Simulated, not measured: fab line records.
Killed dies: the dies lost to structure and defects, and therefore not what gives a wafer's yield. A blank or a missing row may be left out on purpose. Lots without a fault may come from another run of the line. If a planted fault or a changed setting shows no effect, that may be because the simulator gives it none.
The tool behind it: which one? + flow nand_harc + 21 lots with 63 wafers sampled at 6 steps, on a route of 1302 steps

WHAT EACH GAUGE READ, for each wafer
The record holds no reading of a measuring or inspecting step that can be judged against a usual standard deviation.

WHAT TOOL EACH LOT RAN ON (gives the tool, then ch and the chambers of the sampled wafers, and finally the start)
| lot  | NHARC_A_STAIRCASE_TRIM_200                    | NHARC_A_STAIRCASE_ETCH_223                    | NHARC_A_STAIRCASE_ETCH_271         | NHARC_A_STAIRCASE_HM_OPEN_460                 | NHARC_A_STAIRCASE_DESCUM_312       | NHARC_A_STAIRCASE_STRIP_476        |
|------|-----------------------------------------------|-----------------------------------------------|------------------------------------|-----------------------------------------------|------------------------------------|------------------------------------|
| L074 | rie_diel-07 ch 0,1,3, day 16 04:23 or earlier | rie_diel-01 ch 1,3, day 16 04:23 or earlier   | rie_diel-01 ch 2,3, day 16 04:23   | rie_diel-04 ch 1,2,3, day 16 16:41 or earlier | rie_diel-04 ch 0,2,3, day 16 16:41 | rie_diel-04 ch 0,1,2, day 16 20:44 |
| L076 | rie_diel-01 ch 0,1,2, day 16 21:46 or earlier | rie_diel-04 ch 0,2,3, day 16 21:46 or earlier | rie_diel-04 ch 2,3, day 16 21:46   | rie_diel-04 ch 0,1, day 17 13:29 or earlier   | rie_diel-01 ch 0,3, day 17 13:29   | rie_diel-01 ch 0,1,2, day 17 17:34 |
| L075 | rie_diel-01 ch 1,2, day 17 02:49 or earlier   | rie_diel-04 ch 1,2, day 17 02:49 or earlier   | rie_diel-07 ch 2,3, day 17 02:49   | rie_diel-04 ch 0,1, day 17 15:37 or earlier   | rie_diel-01 ch 0,2, day 17 15:37   | rie_diel-04 ch 1,2,3, day 17 19:44 |
| L077 | rie_diel-04 ch 0,2,3, day 17 17:05 or earlier | rie_diel-01 ch 0,3, day 17 17:05 or earlier   | rie_diel-01 ch 0,1,3, day 17 17:05 | rie_diel-01 ch 0,2,3, day 18 08:38 or earlier | rie_diel-04 ch 0,2,3, day 18 08:38 | rie_diel-07 ch 0,1,3, day 18 14:07 |
| L078 | rie_diel-04 ch 0,1, day 18 03:10 or earlier   | rie_diel-01 ch 2,3, day 18 03:10 or earlier   | rie_diel-04 ch 0,3, day 18 03:10   | rie_diel-04 ch 1,2,3, day 18 14:41 or earlier | rie_diel-01 ch 0,1, day 18 14:41   | rie_diel-04 ch 1,2, day 18 19:34   |
| L079 | rie_diel-01 ch 0,3, day 18 21:56 or earlier   | rie_diel-07 ch 2,3, day 18 21:56 or earlier   | rie_diel-01 ch 1,2,3, day 18 21:56 | rie_diel-01 ch 0,1, day 19 14:16 or earlier   | rie_diel-04 ch 0,3, day 19 14:16   | rie_diel-07 ch 1,2, day 19 18:40   |
| L080 | rie_diel-04 ch 0,1,2, day 18 23:14 or earlier | rie_diel-01 ch 0,1,3, day 18 23:14 or earlier | rie_diel-04 ch 1,2,3, day 18 23:14 | rie_diel-01 ch 0,1,3, day 19 15:52 or earlier | rie_diel-04 ch 0,3, day 19 15:52   | rie_diel-04 ch 1,2, day 19 20:26   |
| L081 | rie_diel-07 ch 0,1,3, day 19 23:08 or earlier | rie_diel-04 ch 1,2, day 19 23:08 or earlier   | rie_diel-07 ch 0,2,3, day 19 23:08 | rie_diel-01 ch 0,2, day 20 10:02 or earlier   | rie_diel-01 ch 1,2, day 20 10:02   | rie_diel-04 ch 1,3, day 20 14:23   |
| L082 | rie_diel-01 ch 0,1,3, day 19 23:29 or earlier | rie_diel-04 ch 0,2,3, day 19 23:29 or earlier | rie_diel-04 ch 0,1,2, day 19 23:29 | rie_diel-07 ch 0,2,3, day 20 10:28 or earlier | rie_diel-01 ch 0,1,3, day 20 10:28 | rie_diel-07 ch 0,1,2, day 20 15:01 |
| L083 | rie_diel-01 ch 0,1,3, day 20 14:18 or earlier | rie_diel-07 ch 1,3, day 20 14:18 or earlier   | rie_diel-04 ch 0,3, day 20 14:18   | rie_diel-01 ch 0,1, day 21 05:10 or earlier   | rie_diel-01 ch 0,1,3, day 21 05:10 | rie_diel-04 ch 1,3, day 21 09:13   |
| L084 | rie_diel-04 ch 0,1, day 21 04:22 or earlier   | rie_diel-04 ch 0,1,3, day 21 04:22 or earlier | rie_diel-04 ch 0,1,2, day 21 04:22 | rie_diel-07 ch 0,3, day 21 21:53 or earlier   | rie_diel-04 ch 0,1,2, day 21 21:53 | rie_diel-07 ch 0,2, day 22 01:55   |
| L087 | rie_diel-04 ch 0,3, day 21 11:07 or earlier   | rie_diel-04 ch 1,2,3, day 21 11:07 or earlier | rie_diel-04 ch 1,2,3, day 21 11:07 | rie_diel-01 ch 0,1, day 22 05:06 or earlier   | rie_diel-07 ch 0,1,2, day 22 05:06 | rie_diel-04 ch 1,2,3, day 22 09:10 |
| L088 | rie_diel-07 ch 0,3, day 22 08:06 or earlier   | rie_diel-01 ch 1,2, day 22 08:06 or earlier   | rie_diel-07 ch 0,1,2, day 22 08:06 | rie_diel-04 ch 1,2,3, day 22 20:09 or earlier | rie_diel-07 ch 0,3, day 22 20:09   | rie_diel-01 ch 0,2,3, day 23 00:11 |
| L090 | rie_diel-04 ch 0,1,3, day 23 03:19 or earlier | rie_diel-01 ch 0,1,2, day 23 03:19 or earlier | rie_diel-04 ch 0,2,3, day 23 03:19 | rie_diel-07 ch 0,1,2, day 23 15:22 or earlier | rie_diel-01 ch 0,1,2, day 23 15:22 | rie_diel-07 ch 0,2,3, day 23 19:33 |
| L092 | rie_diel-01 ch 0,1,2, day 24 05:46 or earlier | rie_diel-01 ch 0,1,3, day 24 05:46 or earlier | rie_diel-04 ch 1,2,3, day 24 05:46 | rie_diel-01 ch 0,1,2, day 24 23:07 or earlier | rie_diel-01 ch 0,1,2, day 24 23:07 | rie_diel-04 ch 1,2,3, day 25 03:26 |
| L091 | rie_diel-04 ch 1,3, day 24 13:55 or earlier   | rie_diel-04 ch 1,3, day 24 13:55 or earlier   | rie_diel-07 ch 0,2,3, day 24 13:55 | rie_diel-04 ch 0,1,3, day 25 03:22 or earlier | rie_diel-01 ch 0,2,3, day 25 03:22 | rie_diel-04 ch 0,1, day 25 09:01   |
| L093 | rie_diel-04 ch 1,3, day 24 21:31 or earlier   | rie_diel-04 ch 1,3, day 24 21:31 or earlier   | rie_diel-07 ch 0,1, day 24 21:31   | rie_diel-01 ch 0,1,3, day 25 10:47 or earlier | rie_diel-01 ch 0,1,3, day 25 10:47 | rie_diel-07 ch 1,2,3, day 25 15:02 |
| L094 | rie_diel-01 ch 0,1, day 24 21:55 or earlier   | rie_diel-04 ch 1,3, day 24 21:55 or earlier   | rie_diel-07 ch 0,1,2, day 24 21:55 | rie_diel-04 ch 1,2, day 25 12:29 or earlier   | rie_diel-01 ch 0,1,3, day 25 12:29 | rie_diel-04 ch 0,1,2, day 25 18:59 |
| L095 | rie_diel-01 ch 0,1, day 25 13:15 or earlier   | rie_diel-01 ch 0,3, day 25 13:15 or earlier   | rie_diel-01 ch 0,1,3, day 25 13:15 | rie_diel-07 ch 0,1, day 26 04:52 or earlier   | rie_diel-07 ch 1,3, day 26 04:52   | rie_diel-04 ch 0,1,3, day 26 08:54 |
| L096 | rie_diel-01 ch 0,3, day 25 20:17 or earlier   | rie_diel-04 ch 0,2, day 25 20:17 or earlier   | rie_diel-01 ch 1,2,3, day 25 20:17 | rie_diel-04 ch 0,1, day 26 12:55 or earlier   | rie_diel-07 ch 0,2, day 26 12:55   | rie_diel-04 ch 0,1,3, day 26 16:58 |
| L097 | rie_diel-04 ch 1,2, day 25 23:00 or earlier   | rie_diel-07 ch 0,3, day 25 23:00 or earlier   | rie_diel-01 ch 1,2,3, day 25 23:00 | rie_diel-07 ch 0,2,3, day 26 14:46 or earlier | rie_diel-01 ch 1,2,3, day 26 14:46 | rie_diel-07 ch 0,1,3, day 26 19:10 |
- NHARC_A_STAIRCASE_TRIM_200: chemistry O2, time 211.2 s.
- NHARC_A_STAIRCASE_ETCH_223: etches the open film in C4F8/O2, target depth 100 nm, time 40.5 s.
- NHARC_A_STAIRCASE_ETCH_271: etches the open film in CF4/CHF3.
- NHARC_A_STAIRCASE_HM_OPEN_460: chemistry O2/COS.
- NHARC_A_STAIRCASE_DESCUM_312: chemistry O2, time 3 s.
- NHARC_A_STAIRCASE_STRIP_476: strips in O2, time 20 s.

WHAT THE TOOLS THEMSELVES READ (means of the sampled wafers that have a number; where no wafer has one, the mark that the record gives instead)
NHARC_A_STAIRCASE_TRIM_200. Usual: drypump_motor_current_A 5.7 A, standard deviation 0.33; oes_product_au 1.000 a.u., standard deviation 0.011; rf_vpp_V 58.0 V, standard deviation 0.89; showerhead_plenum_p_Torr 3.57 Torr, standard deviation 0.15; throttle_valve_pct 17.035 %, standard deviation 0.0096.
| lot  | tool        | drypump_motor_current_A (A) | oes_product_au (a.u.) | rf_vpp_V (V) | showerhead_plenum_p_Torr (Torr) | throttle_valve_pct (%) | flag |
|------|-------------|-----------------------------|-----------------------|--------------|---------------------------------|------------------------|------|
| L074 | rie_diel-07 | 5.5                         | 1.007                 | 58.4         | 3.73                            | 17.027                 |      |
| L076 | rie_diel-01 | 5.9                         | 1.009                 | 58.1         | 3.42                            | 17.039                 |      |
| L075 | rie_diel-01 | 6.1                         | 0.996                 | 57.2         | 3.38                            | 17.037                 |      |
| L077 | rie_diel-04 | 5.6                         | 0.999                 | 57.8         | 3.64                            | 17.043                 |      |
| L078 | rie_diel-04 | 5.7                         | 0.990                 | 59.2         | 3.73                            | 17.038                 |      |
| L079 | rie_diel-01 | 6.1                         | 1.014                 | 58.4         | 3.49                            | 17.033                 |      |
| L080 | rie_diel-04 | 5.7                         | 1.003                 | 58.7         | 3.67                            | 17.024                 |      |
| L081 | rie_diel-07 | 5.5                         | 0.996                 | 58.7         | 3.71                            | 17.043                 |      |
| L082 | rie_diel-01 | 6.1                         | 1.014                 | 58.6         | 3.41                            | 17.038                 |      |
| L083 | rie_diel-01 | 6.1                         | 1.005                 | 57.6         | 3.41                            | 17.042                 |      |
| L084 | rie_diel-04 | 5.7                         | 0.991                 | 58.4         | 3.71                            | 17.037                 |      |
| L087 | rie_diel-04 | 5.7                         | 1.006                 | 58.2         | 3.67                            | 17.036                 |      |
| L088 | rie_diel-07 | 5.3                         | 0.998                 | 58.0         | 3.66                            | 17.033                 |      |
| L090 | rie_diel-04 | 5.6                         | 1.006                 | 57.7         | 3.65                            | 17.037                 |      |
| L092 | rie_diel-01 | 5.9                         | 1.007                 | 57.8         | 3.39                            | 17.034                 |      |
| L091 | rie_diel-04 | 5.5                         | 0.987                 | 57.7         | 3.64                            | 17.037                 |      |
| L093 | rie_diel-04 | 5.5                         | 0.987                 | 57.4         | 3.64                            | 17.035                 |      |
| L094 | rie_diel-01 | 5.9                         | 1.013                 | 58.1         | 3.36                            | 17.038                 |      |
| L095 | rie_diel-01 | 6.1                         | 0.997                 | 58.7         | 3.66                            | 17.030                 |      |
| L096 | rie_diel-01 | 6.1                         | 1.015                 | 57.0         | 3.46                            | 17.031                 |      |
| L097 | rie_diel-04 | 5.6                         | 0.992                 | 57.9         | 3.58                            | 17.035                 |      |

NHARC_A_STAIRCASE_ETCH_223. Usual: oes_product_au 0.944 a.u., standard deviation 0.013; rf_vpp_V 897 V, standard deviation 4.8.
| lot  | tool        | oes_product_au (a.u.) | rf_vpp_V (V) | flag |
|------|-------------|-----------------------|--------------|------|
| L074 | rie_diel-01 | 0.952                 | 890          |      |
| L076 | rie_diel-04 | 0.939                 | 900          |      |
| L075 | rie_diel-04 | 0.961                 | 899          |      |
| L077 | rie_diel-01 | 0.960                 | 896          |      |
| L078 | rie_diel-01 | 0.953                 | 896          |      |
| L079 | rie_diel-07 | 0.938                 | 899          |      |
| L080 | rie_diel-01 | 0.962                 | 891          |      |
| L081 | rie_diel-04 | 0.924                 | 901          |      |
| L082 | rie_diel-04 | 0.918                 | 900          |      |
| L083 | rie_diel-07 | 0.939                 | 903          |      |
| L084 | rie_diel-04 | 0.950                 | 901          |      |
| L087 | rie_diel-04 | 0.948                 | 898          |      |
| L088 | rie_diel-01 | 0.956                 | 892          |      |
| L090 | rie_diel-01 | 0.950                 | 892          |      |
| L092 | rie_diel-01 | 0.958                 | 890          |      |
| L091 | rie_diel-04 | 0.949                 | 899          |      |
| L093 | rie_diel-04 | 0.937                 | 900          |      |
| L094 | rie_diel-04 | 0.932                 | 899          |      |
| L095 | rie_diel-01 | 0.946                 | 895          |      |
| L096 | rie_diel-04 | 0.935                 | 899          |      |
| L097 | rie_diel-07 | 0.941                 | 901          |      |

NHARC_A_STAIRCASE_ETCH_271. Usual: drypump_motor_current_A 5.7 A, standard deviation 0.33; oes_product_au 0.952 a.u., standard deviation 0.023; rf_vpp_V 371.3 V, standard deviation 2.1; showerhead_plenum_p_Torr 1.60 Torr, standard deviation 0.058; throttle_valve_pct 16.802 %, standard deviation 0.0095.
| lot  | tool        | drypump_motor_current_A (A) | oes_product_au (a.u.) | rf_vpp_V (V) | showerhead_plenum_p_Torr (Torr) | throttle_valve_pct (%) | flag |
|------|-------------|-----------------------------|-----------------------|--------------|---------------------------------|------------------------|------|
| L074 | rie_diel-01 | 5.9                         | 0.925                 | 370.3        | 1.58                            | 16.808                 |      |
| L076 | rie_diel-04 | 5.6                         | 0.959                 | 371.8        | 1.60                            | 16.803                 |      |
| L075 | rie_diel-07 | 5.3                         | 0.917                 | 371.2        | 1.63                            | 16.797                 |      |
| L077 | rie_diel-01 | 6.1                         | 0.954                 | 368.9        | 1.52                            | 16.794                 |      |
| L078 | rie_diel-04 | 5.7                         | 0.973                 | 373.1        | 1.62                            | 16.806                 |      |
| L079 | rie_diel-01 | 6.1                         | 0.972                 | 368.4        | 1.54                            | 16.812                 |      |
| L080 | rie_diel-04 | 5.6                         | 0.972                 | 371.6        | 1.61                            | 16.800                 |      |
| L081 | rie_diel-07 | 5.2                         | 0.925                 | 371.6        | 1.60                            | 16.798                 |      |
| L082 | rie_diel-04 | 5.7                         | 0.960                 | 373.1        | 1.63                            | 16.801                 |      |
| L083 | rie_diel-04 | 5.7                         | 0.938                 | 371.2        | 1.61                            | 16.819                 |      |
| L084 | rie_diel-04 | 5.6                         | 0.965                 | 372.4        | 1.63                            | 16.805                 |      |
| L087 | rie_diel-04 | 5.6                         | 0.920                 | 372.7        | 1.61                            | 16.802                 |      |
| L088 | rie_diel-07 | 5.4                         | 0.933                 | 370.9        | 1.60                            | 16.798                 |      |
| L090 | rie_diel-04 | 5.7                         | 0.970                 | 371.3        | 1.61                            | 16.797                 |      |
| L092 | rie_diel-04 | 5.6                         | 0.944                 | 371.0        | 1.60                            | 16.808                 |      |
| L091 | rie_diel-07 | 5.3                         | 0.922                 | 371.1        | 1.59                            | 16.801                 |      |
| L093 | rie_diel-07 | 5.6                         | 0.966                 | 372.6        | 1.65                            | 16.801                 |      |
| L094 | rie_diel-07 | 5.4                         | 0.966                 | 370.6        | 1.59                            | 16.800                 |      |
| L095 | rie_diel-01 | 6.1                         | 0.947                 | 371.3        | 1.59                            | 16.803                 |      |
| L096 | rie_diel-01 | 6.1                         | 0.930                 | 371.7        | 1.61                            | 16.801                 |      |
| L097 | rie_diel-01 | 6.1                         | 0.949                 | 370.9        | 1.61                            | 16.806                 |      |

NHARC_A_STAIRCASE_HM_OPEN_460. Usual: drypump_motor_current_A 5.7 A, standard deviation 0.34; oes_product_au 1.000 a.u., standard deviation 0.011; rf_vpp_V 467.9 V, standard deviation 2.8; showerhead_plenum_p_Torr 3.16 Torr, standard deviation 0.13; throttle_valve_pct 28.329 %, standard deviation 0.01.
| lot  | tool        | drypump_motor_current_A (A) | oes_product_au (a.u.) | rf_vpp_V (V) | showerhead_plenum_p_Torr (Torr) | throttle_valve_pct (%) | flag |
|------|-------------|-----------------------------|-----------------------|--------------|---------------------------------|------------------------|------|
| L074 | rie_diel-04 | 5.6                         | 1.007                 | 468.6        | 3.21                            | 28.322                 |      |
| L076 | rie_diel-04 | 5.7                         | 0.994                 | 470.2        | 3.30                            | 28.324                 |      |
| L075 | rie_diel-04 | 5.6                         | 1.000                 | 471.0        | 3.29                            | 28.335                 |      |
| L077 | rie_diel-01 | 5.9                         | 1.006                 | 467.3        | 3.09                            | 28.322                 |      |
| L078 | rie_diel-04 | 5.6                         | 0.994                 | 469.4        | 3.20                            | 28.322                 |      |
| L079 | rie_diel-01 | 6.1                         | 1.000                 | 463.5        | 2.95                            | 28.333                 |      |
| L080 | rie_diel-01 | 6.1                         | 1.019                 | 464.4        | 3.02                            | 28.325                 |      |
| L081 | rie_diel-01 | 5.7                         | 0.997                 | 467.2        | 3.09                            | 28.328                 |      |
| L082 | rie_diel-07 | 5.3                         | 0.990                 | 468.6        | 3.17                            | 28.329                 |      |
| L083 | rie_diel-01 | 6.1                         | 1.010                 | 463.5        | 2.94                            | 28.333                 |      |
| L084 | rie_diel-07 | 5.3                         | 1.006                 | 469.4        | 3.24                            | 28.338                 |      |
| L087 | rie_diel-01 | 6.0                         | 0.999                 | 463.4        | 2.94                            | 28.320                 |      |
| L088 | rie_diel-04 | 5.6                         | 1.001                 | 468.6        | 3.18                            | 28.329                 |      |
| L090 | rie_diel-07 | 5.4                         | 1.010                 | 467.9        | 3.17                            | 28.334                 |      |
| L092 | rie_diel-01 | 5.9                         | 1.001                 | 467.3        | 3.16                            | 28.331                 |      |
| L091 | rie_diel-04 | 5.6                         | 0.998                 | 469.1        | 3.22                            | 28.325                 |      |
| L093 | rie_diel-01 | 6.1                         | 1.008                 | 468.1        | 3.16                            | 28.334                 |      |
| L094 | rie_diel-04 | 5.5                         | 0.984                 | 468.5        | 3.21                            | 28.325                 |      |
| L095 | rie_diel-07 | 5.4                         | 1.002                 | 469.7        | 3.23                            | 28.330                 |      |
| L096 | rie_diel-04 | 5.6                         | 0.996                 | 470.2        | 3.26                            | 28.325                 |      |
| L097 | rie_diel-07 | 5.2                         | 0.993                 | 467.9        | 3.15                            | 28.328                 |      |

NHARC_A_STAIRCASE_DESCUM_312. Usual: drypump_motor_current_A 5.8 A, standard deviation 0.36; oes_product_au 1.003 a.u., standard deviation 0.01; rf_vpp_V 57.9 V, standard deviation 0.91; showerhead_plenum_p_Torr 1.92 Torr, standard deviation 0.085; throttle_valve_pct 11.310 %, standard deviation 0.0081.
| lot  | tool        | drypump_motor_current_A (A) | oes_product_au (a.u.) | rf_vpp_V (V) | showerhead_plenum_p_Torr (Torr) | throttle_valve_pct (%) | flag |
|------|-------------|-----------------------------|-----------------------|--------------|---------------------------------|------------------------|------|
| L074 | rie_diel-04 | 5.7                         | 0.997                 | 57.9         | 1.98                            | 11.312                 |      |
| L076 | rie_diel-01 | 6.1                         | 1.011                 | 58.4         | 1.89                            | 11.305                 |      |
| L075 | rie_diel-01 | 5.7                         | 1.012                 | 57.3         | 1.87                            | 11.315                 |      |
| L077 | rie_diel-04 | 5.7                         | 0.993                 | 58.1         | 1.97                            | 11.308                 |      |
| L078 | rie_diel-01 | 5.9                         | 1.017                 | 57.9         | 1.83                            | 11.308                 |      |
| L079 | rie_diel-04 | 5.7                         | 1.002                 | 57.7         | 2.00                            | 11.305                 |      |
| L080 | rie_diel-04 | 5.7                         | 1.004                 | 58.5         | 1.97                            | 11.298                 |      |
| L081 | rie_diel-01 | 5.8                         | 0.995                 | 57.5         | 1.86                            | 11.308                 |      |
| L082 | rie_diel-01 | 6.1                         | 1.011                 | 57.1         | 1.84                            | 11.315                 |      |
| L083 | rie_diel-01 | 6.1                         | 1.005                 | 58.1         | 1.84                            | 11.310                 |      |
| L084 | rie_diel-04 | 5.6                         | 1.005                 | 58.8         | 1.99                            | 11.304                 |      |
| L087 | rie_diel-07 | 5.4                         | 1.007                 | 57.8         | 1.94                            | 11.313                 |      |
| L088 | rie_diel-07 | 5.3                         | 0.999                 | 58.4         | 1.98                            | 11.308                 |      |
| L090 | rie_diel-01 | 5.9                         | 1.006                 | 57.2         | 1.83                            | 11.308                 |      |
| L092 | rie_diel-01 | 5.9                         | 1.001                 | 58.3         | 1.94                            | 11.308                 |      |
| L091 | rie_diel-01 | 5.9                         | 1.013                 | 57.8         | 1.88                            | 11.304                 |      |
| L093 | rie_diel-01 | 6.1                         | 1.008                 | 57.7         | 1.93                            | 11.313                 |      |
| L094 | rie_diel-01 | 6.1                         | 1.011                 | 57.3         | 1.93                            | 11.303                 |      |
| L095 | rie_diel-07 | 5.7                         | 1.002                 | 58.4         | 2.03                            | 11.306                 |      |
| L096 | rie_diel-07 | 5.2                         | 1.004                 | 57.8         | 1.86                            | 11.312                 |      |
| L097 | rie_diel-01 | 6.1                         | 0.996                 | 58.2         | 1.95                            | 11.316                 |      |

NHARC_A_STAIRCASE_STRIP_476. Usual: drypump_motor_current_A 5.63 A, standard deviation 0.28; oes_product_au 0.999 a.u., standard deviation 0.011; rf_vpp_V 57.9 V, standard deviation 0.78; showerhead_plenum_p_Torr 3.60 Torr, standard deviation 0.13; throttle_valve_pct 17.037 %, standard deviation 0.01.
| lot  | tool        | drypump_motor_current_A (A) | oes_product_au (a.u.) | rf_vpp_V (V) | showerhead_plenum_p_Torr (Torr) | throttle_valve_pct (%) | flag |
|------|-------------|-----------------------------|-----------------------|--------------|---------------------------------|------------------------|------|
| L074 | rie_diel-04 | 5.63                        | 1.002                 | 58.6         | 3.68                            | 17.038                 |      |
| L076 | rie_diel-01 | 5.89                        | 1.007                 | 57.4         | 3.42                            | 17.045                 |      |
| L075 | rie_diel-04 | 5.60                        | 1.005                 | 57.4         | 3.62                            | 17.045                 |      |
| L077 | rie_diel-07 | 5.50                        | 1.004                 | 58.1         | 3.71                            | 17.032                 |      |
| L078 | rie_diel-04 | 5.60                        | 0.998                 | 58.4         | 3.61                            | 17.030                 |      |
| L079 | rie_diel-07 | 5.41                        | 0.996                 | 57.3         | 3.52                            | 17.043                 |      |
| L080 | rie_diel-04 | 5.59                        | 0.988                 | 58.4         | 3.61                            | 17.041                 |      |
| L081 | rie_diel-04 | 5.54                        | 1.005                 | 57.2         | 3.65                            | 17.039                 |      |
| L082 | rie_diel-07 | 5.41                        | 1.005                 | 57.6         | 3.59                            | 17.017                 |      |
| L083 | rie_diel-04 | 5.60                        | 1.005                 | 57.9         | 3.61                            | 17.035                 |      |
| L084 | rie_diel-07 | 5.16                        | 1.002                 | 57.2         | 3.47                            | 17.034                 |      |
| L087 | rie_diel-04 | 5.58                        | 1.003                 | 57.7         | 3.60                            | 17.036                 |      |
| L088 | rie_diel-01 | 5.92                        | 1.008                 | 57.9         | 3.48                            | 17.027                 |      |
| L090 | rie_diel-07 | 5.25                        | 0.993                 | 57.0         | 3.57                            | 17.030                 |      |
| L092 | rie_diel-04 | 5.59                        | 0.989                 | 58.2         | 3.59                            | 17.042                 |      |
| L091 | rie_diel-04 | 5.58                        | 0.989                 | 59.4         | 3.68                            | 17.029                 |      |
| L093 | rie_diel-07 | 5.45                        | 0.997                 | 57.6         | 3.61                            | 17.026                 |      |
| L094 | rie_diel-04 | 5.65                        | 0.988                 | 58.4         | 3.64                            | 17.045                 |      |
| L095 | rie_diel-04 | 5.61                        | 0.992                 | 57.7         | 3.64                            | 17.039                 |      |
| L096 | rie_diel-04 | 5.63                        | 0.995                 | 57.9         | 3.64                            | 17.043                 |      |
| L097 | rie_diel-07 | 5.49                        | 1.010                 | 58.6         | 3.68                            | 17.036                 |      |

THE ANSWER, worked out from the rows above alone
Rule: take the mean of a lot's wafers that have a number; if it is more than 3 standard deviations from the usual mean, the lot is off. Also off: a lot with no number at a reading for which 4 or more lots have one. Where the step has rows for the other lots, those lots are counted as sound. The gauges are gone through in route order, then the tools' own readings, and for those a lot's mean is taken as printed above. At the first step where some lot is off, the reading lying furthest off is the one used; lots without a number count as furthest.
No lot is off on any of the readings shown, so nothing can be concluded from this.

WHAT THE SIMULATOR PUT IN
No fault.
